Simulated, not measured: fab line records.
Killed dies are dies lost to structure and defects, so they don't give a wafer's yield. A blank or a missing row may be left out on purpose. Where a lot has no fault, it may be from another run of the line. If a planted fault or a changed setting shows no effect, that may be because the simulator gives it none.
fab line records -- flow nand-harc
record: lots: 14, wafers: 42, last-day: 33
route steps=1302 shown P_BONDPAD@370 A_SOURCE_PLATE@416 A_ONON_D1@440 END@1302
lots with no fault: from the same line, run without faults
start-h: hours from the record's opening day to when the first of the lot's shown wafers began -- wait-h: hours elapsed since this lot's preceding step -- " same as the row above -- L1.1+2: a single row standing in for several wafers -- - value missing, or start not given -- * or withheld: withheld -- < > ~ a bound
route shown NAME@n: names a module that has steps shown in the file, with the first one's number in the route -- usual: average and standard deviation across the fault-free wafers -- same: alike in all rows -- chamber/n: place in a boat -- sites: the reading at each site -- _std_site: the standard deviation of these -- _edge_site: the outer-site mean with the inner-site mean subtracted -- radius-mm: how far each site lies from the wafer's centre -- mask NAME#n: copy n -- behind: the last tool/chamber to shape the wafer -- hold: why the lot was held/for how many hours/how that ended -- device: whichever transistor did not switch (one of n, p or np) -- end of line: the route-end tests of the same wafers -- where a step has no rows: the recipe by itself -- killed: dies that structure and defects cost at the first sort, which is not the same as the wafer's yield -- map: a wafer's dies, x killed, . not, _ none there
set.NAME: setting as actually run; set.NAME@STEP: the setting as run at that earlier step -- model.NAME: the simulator's own value behind a step, which no gauge read
one table for each step of the route and one row for each wafer, over a sample of lots
services: the hour from which a tool's chamber was out of use, counted from the record's first day as start-h (under 0 if before that day), plus the number of hours and why
== steps ==
step: NHARC_P_BONDPAD_CD_MEAS_13
usual: cd-nm: 500.0/2
lot.wafer,tool,chamber,start-h,wait-h,cd-nm
L102.1,cd-sem-03,-,135.32,-,501.1
L102.3,cd-sem-03,-,135.32,-,499.9
L102.5,cd-sem-03,-,135.32,-,498.4
L104.2,cd-sem-01,-,154.95,-,500.5
L104.4,cd-sem-01,-,154.95,-,498.5
L104.6,cd-sem-01,-,154.95,-,499.6
L106.1,cd-sem-01,-,174.51,-,498.7
L106.3,cd-sem-01,-,174.51,-,501.6
L106.6,cd-sem-01,-,174.51,-,498.2
L108.1,cd-sem-02,-,193.86,-,503.9
L108.2,cd-sem-02,-,193.86,-,501.6
L108.3,cd-sem-02,-,193.86,-,501.7
L109.2,cd-sem-02,-,209.78,-,499.6
L109.4,cd-sem-02,-,209.78,-,501.0
L109.5,cd-sem-02,-,209.78,-,501.1
L110.2,cd-sem-02,-,215.53,-,499.8
L110.5,cd-sem-02,-,215.53,-,498.8
L110.6,cd-sem-02,-,215.53,-,501.7
L113.1,cd-sem-01,-,244.62,-,497.6
L113.2,cd-sem-01,-,244.62,-,501.8
L113.3,cd-sem-01,-,244.62,-,501.7
L112.3,cd-sem-02,-,246.70,-,503.4
L112.4,cd-sem-02,-,246.70,-,502.9
L112.5,cd-sem-02,-,246.70,-,498.4
L114.1,cd-sem-01,-,252.67,-,498.1
L114.3,cd-sem-01,-,252.67,-,498.0
L114.4,cd-sem-01,-,252.67,-,498.2
L118.4,cd-sem-02,-,298.34,-,500.1
L118.5,cd-sem-02,-,298.34,-,501.9
L118.6,cd-sem-02,-,298.34,-,499.3
L119.2,cd-sem-02,-,300.35,-,499.1
L119.4,cd-sem-02,-,300.35,-,501.0
L119.5,cd-sem-02,-,300.35,-,501.3
L121.3,cd-sem-02,-,322.84,-,498.8
L121.4,cd-sem-02,-,322.84,-,499.9
L121.6,cd-sem-02,-,322.84,-,502.1
L124.1,cd-sem-02,-,353.61,-,501.0
L124.3,cd-sem-02,-,353.61,-,500.1
L124.4,cd-sem-02,-,353.61,-,500.2
L125.2,cd-sem-02,-,361.51,-,500.0
L125.4,cd-sem-02,-,361.51,-,494.5
L125.6,cd-sem-02,-,361.51,-,494.8
step: NHARC_P_BONDPAD_DEGAS_25
recipe: temp-c: 300, time-s: 60
usual: heater-power-w: 478/38
lot.wafer,tool,chamber,start-h,wait-h,heater-power-w
L102.1,pvd-sputter-02,-,135.99,-,427
L102.3,pvd-sputter-02,-,135.99,-,516
L102.5,pvd-sputter-02,-,135.99,-,417
L104.4,pvd-sputter-03,-,155.58,-,478
L104.2,pvd-sputter-03,-,155.58,-,449
L104.6,pvd-sputter-03,-,155.58,-,496
L106.1,pvd-sputter-02,-,175.13,-,432
L106.3,pvd-sputter-02,-,175.13,-,552
L106.6,pvd-sputter-02,-,175.13,-,418
L108.1,pvd-sputter-01,-,194.48,-,446
L108.3,pvd-sputter-01,-,194.48,-,489
L108.2,pvd-sputter-01,-,194.48,-,515
L109.4,pvd-sputter-02,-,210.40,-,443
L109.2,pvd-sputter-02,-,210.40,-,511
L109.5,pvd-sputter-02,-,210.40,-,495
L110.2,pvd-sputter-02,-,216.15,-,550
L110.6,pvd-sputter-02,-,216.15,-,542
L110.5,pvd-sputter-02,-,216.15,-,445
L113.3,pvd-sputter-01,-,245.25,-,491
L113.1,pvd-sputter-01,-,245.25,-,520
L113.2,pvd-sputter-01,-,245.25,-,428
L112.3,pvd-sputter-02,-,247.32,-,507
L112.4,pvd-sputter-02,-,247.32,-,558
L112.5,pvd-sputter-02,-,247.32,-,506
L114.1,pvd-sputter-02,-,253.30,-,416
L114.3,pvd-sputter-02,-,253.30,-,549
L114.4,pvd-sputter-02,-,253.30,-,437
L118.4,pvd-sputter-01,-,298.96,-,483
L118.5,pvd-sputter-01,-,298.96,-,439
L118.6,pvd-sputter-01,-,298.96,-,472
L119.4,pvd-sputter-03,-,300.99,-,507
L119.2,pvd-sputter-03,-,300.99,-,474
L119.5,pvd-sputter-03,-,300.99,-,505
L121.4,pvd-sputter-01,-,323.46,-,445
L121.3,pvd-sputter-01,-,323.46,-,485
L121.6,pvd-sputter-01,-,323.46,-,475
L124.1,pvd-sputter-01,-,354.24,-,524
L124.3,pvd-sputter-01,-,354.24,-,483
L124.4,pvd-sputter-01,-,354.24,-,467
L125.4,pvd-sputter-03,-,362.13,-,469
L125.2,pvd-sputter-03,-,362.13,-,482
L125.6,pvd-sputter-03,-,362.13,-,462
step: NHARC_A_SOURCE_PLATE_THK_MEAS_09
recipe: thk-meas-gauge: ellipsometry
usual: thk-nm: 9.7/1
lot.wafer,tool,chamber,start-h,wait-h,thk-nm
L102.1,film-metro-02,-,146.59,0.4,9.2
L102.3,film-metro-02,-,146.59,0.4,11.3
L102.5,film-metro-02,-,146.59,0.4,10.9
L104.2,film-metro-01,-,166.71,0.4,8.9
L104.4,film-metro-01,-,166.71,0.4,9.1
L104.6,film-metro-01,-,166.71,0.4,7.9
L106.1,film-metro-02,-,186.69,0.4,12.4
L106.3,film-metro-02,-,186.69,0.4,8.9
L106.6,film-metro-02,-,186.69,0.4,11.3
L108.1,film-metro-02,-,206.10,0.4,8.9
L108.2,film-metro-02,-,206.10,0.4,9.1
L108.3,film-metro-02,-,206.10,0.4,8.7
L109.2,film-metro-01,-,222.84,0.4,9.4
L109.4,film-metro-01,-,222.84,0.4,9.2
L109.5,film-metro-01,-,222.84,0.4,10.2
L110.2,film-metro-02,-,227.51,0.4,10.2
L110.5,film-metro-02,-,227.51,0.4,11.9
L110.6,film-metro-02,-,227.51,0.4,9.0
L113.1,film-metro-02,-,257.74,0.4,9.8
L113.2,film-metro-02,-,257.74,0.4,10.3
L113.3,film-metro-02,-,257.74,0.4,10.0
L112.3,film-metro-01,-,257.75,0.4,9.1
L112.4,film-metro-01,-,257.75,0.4,9.0
L112.5,film-metro-01,-,257.75,0.4,10.1
L114.1,film-metro-02,-,264.83,0.4,9.6
L114.3,film-metro-02,-,264.83,0.4,10.4
L114.4,film-metro-02,-,264.83,0.4,10.7
L119.2,film-metro-01,-,311.59,0.4,8.9
L119.4,film-metro-01,-,311.59,0.4,10.9
L119.5,film-metro-01,-,311.59,0.4,8.3
L118.4,film-metro-02,-,311.60,0.4,8.4
L118.5,film-metro-02,-,311.60,0.4,9.6
L118.6,film-metro-02,-,311.60,0.4,9.0
L121.3,film-metro-02,-,335.19,0.4,10.5
L121.4,film-metro-02,-,335.19,0.4,10.1
L121.6,film-metro-02,-,335.19,0.4,9.6
L124.1,film-metro-02,-,365.74,0.4,11.0
L124.3,film-metro-02,-,365.74,0.4,10.6
L124.4,film-metro-02,-,365.74,0.4,8.9
L125.2,film-metro-01,-,376.07,0.4,9.4
L125.4,film-metro-01,-,376.07,0.4,10.3
L125.6,film-metro-01,-,376.07,0.4,9.0
step: NHARC_A_ONON_D1_DEP_22
recipe: target-thk-a: 10000, n2-flow-sccm: 2750, n2o-flow-sccm: 2000, nh3-flow-sccm: 500, sih4-flow-sccm: 210, temp-c: 400
lot.wafer,tool,chamber,start-h,wait-h
L102.1+3+5,pecvd-onon-02,0,170.29,0.1
L104.2+4+6,pecvd-onon-03,0,191.51,0.1
L106.1+3+6,pecvd-onon-03,0,211.58,0.1
L108.1+2+3,pecvd-onon-02,0,230.29,0.1
L109.2+4+5,pecvd-onon-03,0,247.02,0.1
L110.2+5+6,pecvd-onon-02,0,254.52,0.1
L113.1+2+3,pecvd-onon-04,0,282.41,0.1
L112.3+4+5,pecvd-onon-02,0,282.53,0.2
L114.1+3+4,pecvd-onon-04,0,288.44,0.1
L119.2+4+5,pecvd-onon-02,0,337.36,0.1
L118.4+5+6,pecvd-onon-03,0,337.48,0.2
L121.3+4+6,pecvd-onon-03,0,364.18,0.2
L124.1+3+4,pecvd-onon-02,0,392.14,0.1
L125.2+4+6,pecvd-onon-02,0,402.27,0.1
step: NHARC_A_ONON_D1_THK_MEAS_24
recipe: thk-meas-gauge: ellipsometry
usual: thk-nm: 1001/11
lot.wafer,tool,chamber,start-h,wait-h,thk-nm
L102.1,film-metro-02,-,170.80,-,998
L102.3,film-metro-02,-,170.80,-,998
L102.5,film-metro-02,-,170.80,-,996
L104.2,film-metro-01,-,191.96,-,997
L104.4,film-metro-01,-,191.96,-,998
L104.6,film-metro-01,-,191.96,-,997
L106.1,film-metro-01,-,212.10,-,999
L106.3,film-metro-01,-,212.10,-,999
L106.6,film-metro-01,-,212.10,-,999
L108.1,film-metro-02,-,230.80,-,1000
L108.2,film-metro-02,-,230.80,-,998
L108.3,film-metro-02,-,230.80,-,999
L109.2,film-metro-02,-,247.47,-,1000
L109.4,film-metro-02,-,247.47,-,1002
L109.5,film-metro-02,-,247.47,-,1001
L110.2,film-metro-01,-,254.98,-,989
L110.5,film-metro-01,-,254.98,-,990
L110.6,film-metro-01,-,254.98,-,990
L113.1,film-metro-01,-,282.91,-,1003
L113.2,film-metro-01,-,282.91,-,1002
L113.3,film-metro-01,-,282.91,-,1003
L112.3,film-metro-02,-,282.92,-,1014
L112.4,film-metro-02,-,282.92,-,1014
L112.5,film-metro-02,-,282.92,-,1014
L114.1,film-metro-02,-,288.95,-,1001
L114.3,film-metro-02,-,288.95,-,1000
L114.4,film-metro-02,-,288.95,-,1002
L118.4,film-metro-02,-,337.82,-,1548
L118.5,film-metro-02,-,337.82,-,1549
L118.6,film-metro-02,-,337.82,-,1549
L119.2,film-metro-01,-,337.82,-,1010
L119.4,film-metro-01,-,337.82,-,1010
L119.5,film-metro-01,-,337.82,-,1011
L121.3,film-metro-02,-,364.57,-,1557
L121.4,film-metro-02,-,364.57,-,1560
L121.6,film-metro-02,-,364.57,-,1558
L124.1,film-metro-01,-,392.65,-,1011
L124.3,film-metro-01,-,392.65,-,1009
L124.4,film-metro-01,-,392.65,-,1010
L125.2,film-metro-01,-,402.72,-,1010
L125.4,film-metro-01,-,402.72,-,1010
L125.6,film-metro-01,-,402.72,-,1010
step: NHARC_END_SORT_01
recipe: temp-c: 25
usual: killed-at-array: 63/17, killed-at-other: 0.8/1.1, killed-at-periphery: 3.5/3, killed-dies: 67/17, killed-open: 3.1/1.6, killed-short: 2.6/1.4
same: gross-dies: 677
lot.wafer,tool,chamber,start-h,wait-h,killed-at-array,killed-at-other,killed-at-periphery,killed-dies,killed-open,killed-short
L118.4,prober-02,0,734.46,3.4,671,0,6,677,3,2
L118.5,prober-02,0,735.26,3.7,676,0,1,677,5,3
L118.6,prober-02,0,736.06,4.0,673,0,4,677,1,4
L121.3,prober-01,0,752.73,3.1,675,1,1,677,3,4
L121.4,prober-01,0,753.55,3.4,676,1,0,677,5,1
L121.6,prober-01,0,755.18,4.1,676,0,1,677,5,2
killed by level:class
L118.4 A_ONON_D1:area-dep=614 A_SLIT:chamber-film-flake=24 A_CHANNEL_HOLE_D2:chamber-film-flake=16 A_CHANNEL_HOLE_D1:chamber-film-flake=7 A_CONTACT:chamber-film-flake=7 A_STAIRCASE:chamber-film-flake=3 P_GATE:geometric-particle:open=1 P_GATE:geometric-particle:short=1
L118.5 A_ONON_D1:area-dep=607 A_SLIT:chamber-film-flake=35 A_CHANNEL_HOLE_D2:chamber-film-flake=21 A_CHANNEL_HOLE_D1:chamber-film-flake=6 A_M0:geometric-particle:open=2 P_M0:geometric-particle:open=1 A_CHANNEL_FILL_D1:geometric-particle:short=1 A_DECK1_JOINT:geometric-particle:short=1
L118.6 A_ONON_D1:area-dep=597 A_SLIT:chamber-film-flake=37 A_CHANNEL_HOLE_D2:chamber-film-flake=22 A_CHANNEL_HOLE_D1:chamber-film-flake=7 A_CONTACT:chamber-film-flake=4 P_STI:chamber-film-flake=2 A_CHANNEL_FILL_D1:geometric-particle:short=1 A_ONON_D2:geometric-particle:short=1
L121.3 A_ONON_D1:area-dep=594 A_CHANNEL_HOLE_D1:chamber-film-flake=27 A_SLIT:chamber-film-flake=27 A_BLC:chamber-film-flake=10 A_CONTACT:chamber-film-flake=5 A_WL_FILL:chamber-film-flake=3 A_STAIRCASE:chamber-film-flake=2 P_M0:geometric-particle:open=1
L121.4 A_ONON_D1:area-dep=578 A_SLIT:chamber-film-flake=35 A_CHANNEL_HOLE_D1:chamber-film-flake=30 A_CHANNEL_HOLE_D2:chamber-film-flake=11 A_BLC:chamber-film-flake=7 A_DECK1_JOINT:chamber-film-flake=3 A_STAIRCASE:chamber-film-flake=3 A_CONTACT:chamber-film-flake=3
L121.6 A_ONON_D1:area-dep=574 A_CHANNEL_HOLE_D1:chamber-film-flake=35 A_SLIT:chamber-film-flake=29 A_CONTACT:chamber-film-flake=12 A_CHANNEL_HOLE_D2:chamber-film-flake=7 A_STAIRCASE:chamber-film-flake=5 A_BLC:chamber-film-flake=5 A_M0:geometric-particle:open=2
== services ==
tool,chamber,start-h,hours,kind
pecvd-onon-04,-,130.28,13.0,pm
pvd-sputter-03,-,170.02,10.0,pm
pecvd-onon-02,-,185.18,13.0,pm
pvd-sputter-02,-,194.21,0.7,repair
pecvd-onon-04,-,211.70,2.9,repair
pecvd-onon-03,-,218.94,5.7,repair
pvd-sputter-01,-,226.09,10.0,pm
pecvd-onon-03,-,227.00,13.0,pm
pvd-sputter-02,-,234.80,0.6,repair
pvd-sputter-03,-,253.00,3.6,repair
pvd-sputter-02,-,282.06,10.0,pm
pecvd-onon-04,-,311.28,13.0,pm
pvd-sputter-03,-,348.02,10.0,pm
pecvd-onon-02,-,366.18,13.0,pm
== key ==
first-sign: step: NHARC_A_ONON_D1_THK_MEAS_24, reading: thk-nm, direction: up, sigmas: 50, usual: 1001, struck: 1554
effect: step: NHARC_END_SORT_01, reading: killed-at-array, direction: up, sigmas: 35, usual: 63, struck: 674
more-kills-born-at: NHARC_A_ONON_D1_DEP_22@pecvd-onon-03: 3564
met-at NHARC_A_ONON_D1_DEP_22
struck-lots L118,L121
struck-wafers L118.4,L118.5,L118.6,L121.3,L121.4,L121.6
later-rows-left-out L118.4,L118.5,L118.6,L121.3,L121.4,L121.6
tester-left-out L118,L121
not-acting-at NHARC_P_BONDPAD_CD_MEAS_13,NHARC_P_BONDPAD_DEGAS_25,NHARC_A_SOURCE_PLATE_THK_MEAS_09
onset-between 247.02 337.48
fault: kind: process-parameter-drift, tool: pecvd-onon-03, chamber: 0, onset-h: 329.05, steps: NHARC_A_ONON_D1_DEP_22, channel: target-thk-a, offset: *, shape: step, end-h: 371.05, acts-in: *, stated: *
tester-left-out: of these lots the tester's yield and bins aren't shown, on N5 and GAA mostly nor the transistor test; their killed dies are dies lost to structure and defects alone, not to doping, threshold or leakage, so they don't give the yield
later-rows-left-out: the simulator's readings of these wafers behind a module that went badly wrong aren't trusted and aren't shown, but for the sort
